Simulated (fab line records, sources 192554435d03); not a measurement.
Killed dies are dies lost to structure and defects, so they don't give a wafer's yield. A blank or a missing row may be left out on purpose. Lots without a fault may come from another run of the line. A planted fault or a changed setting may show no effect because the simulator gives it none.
fab line records | flow n5_finfet
record lots=4 wafers=12 last_day=18
route steps=1938 shown DUMMY_GATE@248 SPACER0@258 SD_EPI_N@262 BEOL_M4@1111 PASSIVATION@1936
lots that met no fault: from a run of the same line without faults
start_h: hours from the record's first day to the start of the lot's first wafer shown | wait_h: hours since the lot's step before | " the same as in the row above | L1.1+2: a row that stands for several wafers | - no value, or no start given | * or withheld: withheld | < > ~ a bound
route shown NAME@n: a module of which the file shows steps, and the number in the route of the first | usual: mean/standard deviation of fault-free wafers | same: alike in all rows | chamber/n: place in a boat | sites: the reading at each site | _std_site: their standard deviation | _edge_site: outer sites' mean less inner sites' | radius_mm: how far each site lies from the wafer's centre | mask NAME#n: copy n | behind: the tool/chamber that last shaped the wafer | hold: why the lot was held/for how many hours/how that ended | device: the transistor (n, p or np) that didn't switch | end of line: the same wafers' tests at the end of the route | a step without rows: its recipe alone | killed: dies lost to structure and defects at the first sort, not the wafer's yield | map: a wafer's dies, x killed, . not, _ none there
set.NAME: the setting as run; set.NAME@STEP: as run at that earlier step | model.NAME: the simulator's own value behind a step, which no gauge read
lots at some steps of the route; a table a step, a row a wafer
services: from which hour (start_h, from the record's first day; less than 0 if before it) a tool's chamber was out of use, for how many hours, and why
## steps
# step N5_DUMMY_GATE_ETCH_44
# recipe chemistry=HBr/O2 over_etch_frac=0.7 target_depth_a=1275 stop_on=SiO2 ion_energy_ev=60 bias_w=20 target=poly-Si mask_material=SiO2 pressure_mtorr=20 icp_w=400 HBr_flow_sccm=120 O2_flow_sccm=10
# step N5_DUMMY_GATE_ETCH_42
# recipe chemistry=CHF3/O2 target=SiO2 target_depth_a=35 time_s=31 ion_energy_ev=30 bias_w=12 pressure_mtorr=30 source_w=600 Ar_flow_sccm=200 CHF3_flow_sccm=50 O2_flow_sccm=5
# step N5_DUMMY_GATE_STRIP_48
# recipe chemistry=N2/H2 time_s=20 power_w=100 temp_c=40 pressure_mtorr=100 rf_frequency_hz=6e+07 bias_power_w=3 n2_flow_sccm=300 h2_flow_sccm=300
# step N5_DUMMY_GATE_PRECLEAN_33
# recipe chemistry=dHF time_s=10 dilution=750:1 temp_c=25
# step N5_DUMMY_GATE_PRECLEAN_25
# recipe chemistry=O3/DIW time_s=45 temp_c=22 o3_ppm=10
# step N5_DUMMY_GATE_PRECLEAN_51
# recipe chemistry=SC2 time_s=45 temp_c=35 mix=1:1:50
# step N5_DUMMY_GATE_SRD_26
# recipe dry=ipa_marangoni time_s=30 temp_c=23 rinse_liquid=diw
# step N5_DUMMY_GATE_UV_OZONE_45
# recipe time_s=120 pressure_torr=760 temp_c=25
# step N5_SPACER0_ALD_07
# recipe material=SiNx target_thk_a=20 temp_c=400 ald_precursor_family=SiH2I2 ald_co_reactant=N2/H2-plasma pressure_torr=2
# step N5_SPACER0_ALD_00
# recipe material=SiOCN target_thk_a=35 temp_c=400 ald_precursor_family=alkyl-aminosilane ald_co_reactant=O2/N2-plasma pulse_time_s=3 purge_time_s=2 co_reactant_purge_time_s=2 ald_cycles=58 pressure_torr=2
# step N5_SPACER0_ALD_08
# recipe material=SiNx target_thk_a=20 temp_c=400 ald_precursor_family=SiH2I2 ald_co_reactant=N2/H2-plasma pressure_torr=2
# usual heater_power_w=857/100
# columns lot.wafer tool chamber start_h wait_h heater_power_w model.SiNx_of_SPACER0_ALD_08.thk_nm
L341.2 ald_sin-03 1 80.29 0.1 907 2
L341.5 " 0 " " 790 2
L341.6 " 1 " " 892 2
L344.2 ald_sin-04 1 96.11 0.1 981 2
L344.4 " 0 " " 775 1.2
L344.6 " 1 " " 1023 2
L346.1 ald_sin-04 2 107.28 0.1 990 1.2
L346.4 " 1 " " 1004 1.2
L346.6 " 0 " " 760 2
L359.4 ald_sin-04 1 191.98 0.1 1000 2
L359.5 " 3 " " 804 2
L359.6 " 2 " " 1013 2
# step N5_SD_EPI_N_COAT_32
# recipe resist=SOC temp_c=250 time_s=60 spin_rpm=1500 resist_thk_nm=350
# step N5_SD_EPI_N_COAT_33
# recipe resist=SiARC temp_c=220 time_s=60 spin_rpm=1500 resist_thk_nm=35
# step N5_SD_EPI_N_COAT_03
# recipe resist=CAR-ArF-block spin_rpm=1500 resist_thk_nm=150
# step N5_SD_EPI_N_EBR_05
# recipe solvent=PGMEA ebr_width_mm=1.5
# step N5_SD_EPI_N_SOFTBAKE_04
# recipe temp_c=110 time_s=60 resist=CAR-ArF-block
# step N5_SD_EPI_N_EXPOSE_06
# recipe mask_id=SD_N_BLK na=1.35 source_shape=conventional sigma_outer=0.8 polarization=unpolarized target_cd_nm=120 dose_mj=39.75
# step N5_SD_EPI_N_PEB_07
# recipe peb_temp_c=110 peb_time_s=60 resist=CAR-ArF-block
# step N5_SD_EPI_N_DEVELOP_08
# recipe develop_time_s=30 developer=TMAH resist=CAR-ArF-block dev_temp_c=23 rinse_liquid=diw dry=air_spin
# step N5_SD_EPI_N_DESCUM_14
# recipe chemistry=O2 time_s=7.9 source_power_w=50 bias_power_w=20 pressure_mtorr=20 rf_frequency_hz=2.712e+07 temp_c=40 resist=CAR-ArF-block o2_flow_sccm=225
# step N5_SD_EPI_N_ETCH_34
# recipe chemistry=CF4 target=SiARC target_depth_a=455 mask_material=CAR-ArF-block time_s=75.8 ion_energy_ev=80 pressure_mtorr=40 source_w=545 bias_w=36 Ar_flow_sccm=100 cf4_flow_sccm=100 ends=cleared
# step N5_SD_EPI_N_ETCH_35
# recipe chemistry=N2/H2 target=SOC overetch_a=1080 mask_material=SiARC temp_c=40 ion_energy_ev=100 source_w=3000 bias_w=133 pressure_mtorr=20 time_s=486 n2_flow_sccm=200 h2_flow_sccm=200
# step N5_SD_EPI_N_STRIP_36
# recipe chemistry=N2/H2 temp_c=40 n2_flow_sccm=200 h2_flow_sccm=200 rf_frequency_hz=6e+07
# step N5_SD_EPI_N_ETCHBACK_44
# recipe chemistry=CH3F/O2 mode=anisotropic_etchback target=SiNx target_depth_a=145 stop_on=SiO2 over_etch_frac=0.3 ion_energy_ev=120 pressure_mtorr=30 source_w=395 bias_w=73 Ar_flow_sccm=150 CH3F_flow_sccm=30 O2_flow_sccm=20
# step N5_SD_EPI_N_ETCH_45
# recipe chemistry=CH3F/O2 target=SiOCN target_depth_a=60 mask_material=SOC ion_energy_ev=60 bias_w=29 pressure_mtorr=15 source_w=410 Ar_flow_sccm=150 CH3F_flow_sccm=30 O2_flow_sccm=20
# step N5_SD_EPI_N_ETCH_16
# recipe chemistry=CHF3/O2 target=SiO2 target_depth_a=50 mask_material=SOC pressure_mtorr=30 source_w=650 bias_w=170 Ar_flow_sccm=200 CHF3_flow_sccm=50 O2_flow_sccm=5 ion_energy_ev=200
# step N5_SD_EPI_N_STRIP_47
# recipe chemistry=CHF3/O2 resist=SiARC rf_frequency_hz=6e+07
# step N5_SD_EPI_N_SD_RECESS_17
# recipe chemistry=HBr/Cl2/O2 target_depth_a=410 mask_material=SOC time_s=23.7 bt_time_s=3 pressure_mtorr=10 icp_w=800 bias_w=112 HBr_flow_sccm=150 Cl2_flow_sccm=80 O2_flow_sccm=12
# step N5_SD_EPI_N_STRIP_38
# recipe chemistry=N2/H2 power_w=1000 temp_c=250 h2_frac=0.65 overash_fraction=0.3 pressure_mtorr=withheld n2_flow_sccm=1750 h2_flow_sccm=3250
# step N5_SD_EPI_N_WET_ETCH_43
# recipe chemistry=dHF dilution=withheld time_s=14 target=SiO2 target_depth_a=15 temp_c=25
# columns lot.wafer tool chamber start_h wait_h model.SiNx_of_SPACER0_ALD_08.thk_nm
L341.2+5+6 wet_bench-02 2,3,5 82.08 - 1.6
L344.2+6 wet_bench-02 2,3 97.63 - 1.6
L344.4 " 0 " " 0.8
L346.1+4 wet_bench-01 0,5 108.80 - 0.8
L346.6 " 1 " " 1.6
L359.4+5+6 wet_bench-01 5,0,2 193.50 - 1.6
# step N5_SD_EPI_N_STRIP_18
# recipe chemistry=SPM time_s=750 temp_c=130 h2so4_h2o2_vol_ratio=4
# step N5_SD_EPI_N_SRD_20
# recipe dry=ipa_marangoni do_ppb=5 time_s=30 temp_c=23 rinse_liquid=diw
# step N5_SD_EPI_N_PRECLEAN_48
# recipe chemistry=NF3:NH3 afs_cycles=2 temp_c=30 time_s=20 sublimation_temp_c=180 sublimation_time_s=60 pressure_torr=3 rf_power_w=30
# step N5_SD_EPI_N_VAPOR_ETCH_50
# recipe chemistry=HCl target=Si temp_c=775 time_s=54 pressure_torr=20 mode=isotropic
# step N5_SD_EPI_N_EPI_21
# recipe material=Si:P dopant=P temp_c=680 pressure_torr=255 time_s=690
# step N5_BEOL_M4_RC_MEAS_101
# usual DIBL_N=35.7/1.5 DIBL_P=35.7/2 IOFF_N=0.155/0.026 IOFF_N_85C=3.0/0.43 IOFF_P=0.20/0.031 IOFF_P_85C=3.5/0.45 IOFF_P_LIN=0.096/0.012 ION_N=675/11 ION_P=462/7.1 REXT_N=75.2/1.3 REXT_P=100.8/2.2 SS_N=71.3/0.57 SS_P=73.1/0.56 VT_N=250/3 VT_P=-251/3 VT_P_LVT=-98.4/2.9
# columns lot.wafer tool chamber start_h wait_h DIBL_N[mV/V] DIBL_P[mV/V] IOFF_N[nA/um] IOFF_N_85C[nA/um] IOFF_P[nA/um] IOFF_P_85C[nA/um] IOFF_P_LIN[nA/um] ION_N[uA/um] ION_P[uA/um] REXT_N[ohm.um] REXT_P[ohm.um] SS_N[mV/dec] SS_P[mV/dec] VT_N[mV] VT_P[mV] VT_P_LVT[mV]
L341.2 prober-01 0 198.56 0.2 37.8 36.2 0.187 3.5 0.20 3.5 0.096 659 448 74.0 102.7 72.3 73.6 249 -252 -97.7
L341.5 " 0 " " 35.0 35.7 0.163 3.1 0.22 3.6 0.102 672 464 74.4 101.0 71.6 72.9 247 -250 -94.8
L341.6 " 0 " " 35.7 35.3 0.162 3.1 0.19 3.3 0.093 672 451 74.7 101.5 71.3 73.2 250 -251 -99.3
L344.2 prober-01 0 225.72 0.8 35.2 33.7 0.131 2.7 0.19 3.3 0.092 677 467 72.8 101.8 71.1 72.4 252 -248 -100.9
L344.4 " 0 " " 42.2 39.4 0.245 4.6 0.34 5.6 0.146 693 477 66.8 91.8 72.9 73.7 246 -240 -92.5
L344.6 " 0 " " 35.2 34.1 0.121 2.5 0.20 3.4 0.093 657 457 74.9 102.1 71.1 72.2 256 -251 -100.3
L346.1 prober-01 0 232.30 0.0 41.0 40.1 0.230 4.2 0.29 4.8 0.129 706 485 67.2 88.2 72.2 74.1 245 -246 -88.7
L346.4 " 0 " " 40.9 41.2 0.242 4.3 0.30 4.8 0.129 708 485 67.9 88.6 72.2 75.0 244 -245 -89.2
L346.6 " 0 " " 34.4 34.1 0.125 2.5 0.15 2.8 0.076 670 463 73.8 97.4 70.6 72.5 252 -255 -101.2
L359.4 prober-02 0 320.53 0.5 37.1 38.4 0.175 3.3 0.22 3.8 0.099 669 457 74.7 101.8 71.6 73.4 249 -252 -97.6
L359.5 " 0 " " 35.9 37.9 0.164 3.1 0.20 3.5 0.093 681 462 75.1 103.7 71.2 73.8 250 -252 -98.3
L359.6 " 0 " " 38.2 40.2 0.214 3.9 0.26 4.5 0.114 680 464 74.1 102.1 72.1 74.0 244 -248 -95.0
# step N5_PASSIVATION_PROBE_49
# usual defect_limited_yield=91.4/1.5 killed_at_M0_to_M3=34/10 killed_at_M4_up=15/6 killed_at_contacts=12/6 killed_at_front_end=37/11 killed_at_other=3.3/2.8 killed_dies=101/18 killed_open=66/14 killed_short=33/7.8 sort_bin_4_leakage=0/0 sort_bin_5_function=5.0/0.97 sort_bin_6_memory=3.2/0.72 sort_n_pass=1079/18 sort_yield_pct=91.4/1.5
# same gross_dies=1180 killed_at_back_side=0 sort_bin_8_speed[%]=0
# columns lot.wafer tool chamber start_h wait_h defect_limited_yield[%] killed_at_M0_to_M3 killed_at_M4_up killed_at_contacts killed_at_front_end killed_at_other killed_dies killed_open killed_short sort_bin_4_leakage[%] sort_bin_5_function[%] sort_bin_6_memory[%] sort_n_pass sort_yield_pct[%]
L341.2 prober-02 - 304.31 0.1 92.1 23 11 11 37 11 93 59 34 0 4.5 3.4 1087 92.1
L341.5 prober-02 - 304.46 0.2 91.4 45 10 15 23 9 102 67 35 0 5.0 3.2 1078 91.4
L341.6 prober-02 - 304.51 0.3 92.6 33 20 7 22 5 87 57 29 0 3.6 3.6 1093 92.6
L344.2 prober-01 - 330.33 0.1 90.1 41 15 8 50 3 117 75 42 0 6.8 2.9 1063 90.1
L344.4 prober-01 - 330.43 0.2 89.7 39 26 5 49 3 122 95 27 0.17 6.0 4.2 1056 89.5
L344.6 prober-01 - 330.53 0.3 90.6 21 23 4 60 3 111 76 35 0 5.6 3.6 1069 90.6
L346.1 prober-01 - 333.87 0.0 94.3 33 8 10 15 1 67 40 27 0 3.7 1.9 1113 94.3
L346.4 prober-01 - 334.02 0.2 94.1 27 9 12 21 1 70 41 20 0 3.4 1.6 1110 94.1
L346.6 prober-01 - 334.12 0.3 93.6 41 4 8 22 0 75 47 28 0 4.4 1.8 1105 93.6
L359.4 prober-01 - 430.10 0.2 90.5 20 12 15 61 4 112 77 26 0 5.6 3.1 1068 90.5
L359.5 prober-01 - 430.15 0.2 90.7 29 17 17 44 3 110 66 41 0 5.0 4.2 1070 90.7
L359.6 prober-01 - 430.20 0.3 91.9 17 22 15 38 3 95 62 32 0 4.5 3.1 1085 91.9
# killed by level:class
L341.2 MOL_CONTACT_COAG:geometric_particle:open=10 STI_FIN_REVEAL:geometric_particle:open=7 BEOL_M3:geometric_particle:open=6 MIM_TOP_ETCH:geometric_particle:short=6 BEOL_M1:geometric_particle:open=5 BEOL_M2:geometric_particle:open=5 FIN_SAQP:geometric_particle:short=4 FIN_SAQP:geometric_particle:open=4
L341.5 BEOL_M2:geometric_particle:open=15 MOL_CONTACT_COAG:geometric_particle:open=9 BEOL_M3:geometric_particle:open=8 BEOL_M1:geometric_particle:open=7 FIN_SAQP:geometric_particle:short=6 MOL_CONTACT_COAG:geometric_particle:short=6 BEOL_M0_SAQP:geometric_particle:open=5 FIN_SAQP:geometric_particle:open=4
L341.6 BEOL_M2:geometric_particle:open=10 BEOL_M4:geometric_particle:open=8 FIN_SAQP:geometric_particle:open=7 BEOL_M1:geometric_particle:open=5 STI_FIN_REVEAL:geometric_particle:open=4 GATE_CUT:geometric_particle:short=4 MOL_CONTACT_COAG:geometric_particle:short=4 BEOL_M0_SAQP:geometric_particle:short=4
L344.2 FIN_SAQP:geometric_particle:open=13 BEOL_M2:geometric_particle:open=11 FIN_SAQP:geometric_particle:short=10 DUMMY_GATE:geometric_particle:open=10 BEOL_M0_SAQP:geometric_particle:open=9 BEOL_M3:geometric_particle:open=7 BEOL_M0_SAQP:geometric_particle:short=6 MOL_CONTACT_COAG:geometric_particle:open=4
L344.4 FIN_SAQP:geometric_particle:open=17 BEOL_M0_SAQP:geometric_particle:open=13 BEOL_M4:geometric_particle:open=13 STI_FIN_REVEAL:geometric_particle:open=10 BEOL_M0_SAQP:geometric_particle:short=8 DUMMY_GATE:geometric_particle:open=7 BEOL_M2:geometric_particle:open=7 FIN_SAQP:geometric_particle:short=5
L344.6 FIN_SAQP:geometric_particle:open=14 BEOL_M4:geometric_particle:open=10 DUMMY_GATE:geometric_particle:open=9 FIN_SAQP:geometric_particle:short=8 STI_FIN_REVEAL:geometric_particle:open=8 BEOL_M5:geometric_particle:open=7 BEOL_M2:geometric_particle:open=6 ILD0:geometric_particle:short=5
L346.1 BEOL_M3:geometric_particle:open=13 MOL_CONTACT_COAG:geometric_particle:open=9 BEOL_M0_SAQP:geometric_particle:short=8 BEOL_M3:geometric_particle:short=5 DUMMY_GATE:geometric_particle:open=4 BEOL_M1:geometric_particle:open=4 STARTING-WAFER:geometric_particle:short=3 FIN_SAQP:geometric_particle:open=2
L346.4 MOL_CONTACT_COAG:geometric_particle:open=10 BEOL_M3:geometric_particle:short=10 HKMG_FIN:area_etch=9 BEOL_M3:geometric_particle:open=7 BEOL_M0_SAQP:geometric_particle:open=5 FIN_SAQP:geometric_particle:short=4 BEOL_M5:geometric_particle:open=4 BEOL_M2:geometric_particle:open=3
L346.6 BEOL_M3:geometric_particle:open=19 BEOL_M3:geometric_particle:short=8 MOL_CONTACT_COAG:geometric_particle:open=6 STARTING-WAFER:geometric_particle:short=6 BEOL_M0_SAQP:geometric_particle:short=5 BEOL_M1:geometric_particle:open=5 FIN_SAQP:geometric_particle:open=4 FIN_SAQP:geometric_particle:short=3
L359.4 STI_FIN_REVEAL:geometric_particle:open=20 MOL_CONTACT_COAG:geometric_particle:open=11 FIN_SAQP:geometric_particle:open=10 HKMG_FIN:area_etch=7 BEOL_M4:geometric_particle:open=6 GATE_CUT:geometric_particle:short=5 BEOL_M1:geometric_particle:open=5 FIN_SAQP:geometric_particle:short=4
L359.5 MOL_CONTACT_COAG:geometric_particle:open=16 FIN_SAQP:geometric_particle:short=11 FIN_SAQP:geometric_particle:open=10 BEOL_M3:geometric_particle:open=7 GATE_CUT:geometric_particle:open=5 GATE_CUT:geometric_particle:short=5 BEOL_M2:geometric_particle:open=5 BEOL_M0_SAQP:geometric_particle:short=4
L359.6 BEOL_M4:geometric_particle:open=11 FIN_SAQP:geometric_particle:open=10 MOL_CONTACT_COAG:geometric_particle:open=9 GATE_CUT:geometric_particle:short=8 MOL_CONTACT_COAG:geometric_particle:short=6 BEOL_M3:geometric_particle:open=5 FIN_SAQP:geometric_particle:short=4 BEOL_M2:geometric_particle:open=4
## services
# columns tool chamber start_h hours kind
ald_sin-04 3 97.85 6.5 repair
ald_sin-03 - 120.00 1.0 repair
ald_sin-04 0 132.35 10.1 repair
ald_sin-04 2 155.97 3.0 repair
ald_sin-03 - 176.75 14.0 pm
ald_sin-03 0 176.75 14.0 vent_cycle
ald_sin-03 1 176.75 14.0 vent_cycle
ald_sin-03 2 176.75 14.0 vent_cycle
ald_sin-03 3 176.75 14.0 vent_cycle
ald_sin-03 0 190.75 - clean
ald_sin-03 1 190.75 - clean
ald_sin-03 2 190.75 - clean
ald_sin-03 3 190.75 - clean
## key
first_sign step=N5_BEOL_M4_RC_MEAS_101 reading=REXT_N direction=down sigmas=5.9 usual=75.2 struck=67.3
effect step=N5_BEOL_M4_RC_MEAS_101 reading=REXT_P direction=down sigmas=5.2 usual=100.8 struck=89.6
effect step=N5_BEOL_M4_RC_MEAS_101 reading=IOFF_P direction=up sigmas=3.6 usual=0.20 struck=0.31
effect step=N5_BEOL_M4_RC_MEAS_101 reading=DIBL_N direction=up sigmas=3.6 usual=35.7 struck=41.4
effect step=N5_BEOL_M4_RC_MEAS_101 reading=IOFF_P_85C direction=up sigmas=3.4 usual=3.5 struck=5.1
effect step=N5_BEOL_M4_RC_MEAS_101 reading=IOFF_P_LIN direction=up sigmas=3.3 usual=0.096 struck=0.135
effect step=N5_BEOL_M4_RC_MEAS_101 reading=IOFF_N direction=up sigmas=3.2 usual=0.155 struck=0.239
effect step=N5_BEOL_M4_RC_MEAS_101 reading=IOFF_N_85C direction=up sigmas=3.1 usual=3.0 struck=4.4
effect step=N5_BEOL_M4_RC_MEAS_101 reading=VT_P_LVT direction=up sigmas=2.9 usual=-98.4 struck=-90.2
effect step=N5_BEOL_M4_RC_MEAS_101 reading=ION_P direction=up sigmas=2.8 usual=462 struck=482
effect step=N5_BEOL_M4_RC_MEAS_101 reading=ION_N direction=up sigmas=2.5 usual=675 struck=702
effect step=N5_BEOL_M4_RC_MEAS_101 reading=VT_P direction=up sigmas=2.5 usual=-251 struck=-244
model_effect step=N5_SPACER0_ALD_08 value=SiNx_of_SPACER0_ALD_08.thk_nm without=2 struck=1.2
model_effect step=N5_SD_EPI_N_WET_ETCH_43 value=SiNx_of_SPACER0_ALD_08.thk_nm without=1.6 struck=0.8
met_at N5_SPACER0_ALD_08
struck_wafers L344.4,L346.1,L346.4
fault kind=process_parameter_drift tool=ald_sin-04 chamber=- onset_h=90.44 steps=N5_SPACER0_ALD_08 channel=target_thk_a offset=* shape=step end_h=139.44 scope=struck_wafers_only acts_in=* stated=*
